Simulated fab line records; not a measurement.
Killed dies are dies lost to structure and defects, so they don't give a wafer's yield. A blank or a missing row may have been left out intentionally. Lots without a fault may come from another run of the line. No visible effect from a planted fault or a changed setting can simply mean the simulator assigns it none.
Matching of chambers	flow nand harc	NHARC_P_ZERO_WELL_ETCH_63 on rie si-01 has 4 sister chambers
The step etches the open film in HBr/Cl2, target depth 120 nm, time 40.1 s. 20 wafers are shown with their chamber, then 10 later ones without.

== WAFERS WITH THEIR CHAMBER ==
wafer	chamber	drypump motor current A (A)	he backside leak sccm (sccm)	oes product au (a.u.)
L074.1	0	5.3	2.53	0.988
L074.5	1	6.0	2.47	0.974
L074.6	2	6.6	2.96	0.992
L076.1	2	6.6	2.92	1.000
L076.3	3	6.4	2.72	1.006
L076.5	3	6.4	2.61	1.005
L077.1	2	6.6	2.86	0.984
L077.2	1	6.0	2.31	0.993
L077.6	3	6.4	2.78	0.994
L079.2	2	6.6	2.89	0.992
L079.3	3	6.4	2.92	1.001
L079.6	0	5.3	2.54	0.997
L081.3	3	6.4	2.87	0.999
L081.4	0	5.3	2.56	0.990
L081.6	2	6.6	2.88	0.996
L086.1	0	5.3	2.54	0.991
L086.3	2	6.5	2.86	1.008
L086.5	0	5.3	2.50	0.997
L090.1	2	6.6	3.05	1.002
L090.3	1	6.0	2.42	0.995

SIGNATURES, as means of the wafers listed above
reading	chamber 0	chamber 1	chamber 2	chamber 3	scatter within a chamber
drypump motor current A	5.300	6.000	6.586	6.400	0.0231
he backside leak sccm	2.5340	2.4000	2.9171	2.7800	0.0805
oes product au	0.99260	0.98733	0.99629	1.00100	0.00709
Rule: a wafer's distance from a chamber is the root of the sum, over the readings, of the square of ((its reading less the chamber's mean) divided by the reading's scatter). If the next closest chamber is less than 2 further off than the closest, the wafer can't be placed; otherwise it belongs to the closest. How the scatter is found: for the shown wafers, subtract from each reading the mean of its chamber, square and add these, divide the total by (wafers less chambers), then take the root.

== WAFERS WITHOUT THEIR CHAMBER ==
wafer	drypump motor current A (A)	he backside leak sccm (sccm)	oes product au (a.u.)
L090.5	6.6	2.96	1.001
L091.4	6.4	2.52	0.995
L091.5	6.0	2.48	0.987
L091.6	6.6	3.02	0.998
L095.3	5.3	2.55	1.009
L095.5	6.4	2.70	0.986
L095.6	6.5	3.05	0.995
L097.1	6.0	2.54	0.973
L097.3	6.6	2.68	0.984
L097.4	6.4	2.90	0.976

== WHICH CHAMBER EACH WENT THROUGH ==
wafer	from the rows above	in truth
L090.5	2	2
L091.4	3	3
L091.5	1	1
L091.6	2	2
L095.3	0	0
L095.5	3	3
L095.6	can't be placed: 2 or 3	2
L097.1	1	1
L097.3	2	2
L097.4	3	3
Correct placement for 9 of the 10. From these rows, 1 cannot be placed; in 1 the true chamber is one of the candidates. Wrongly placed: 0.
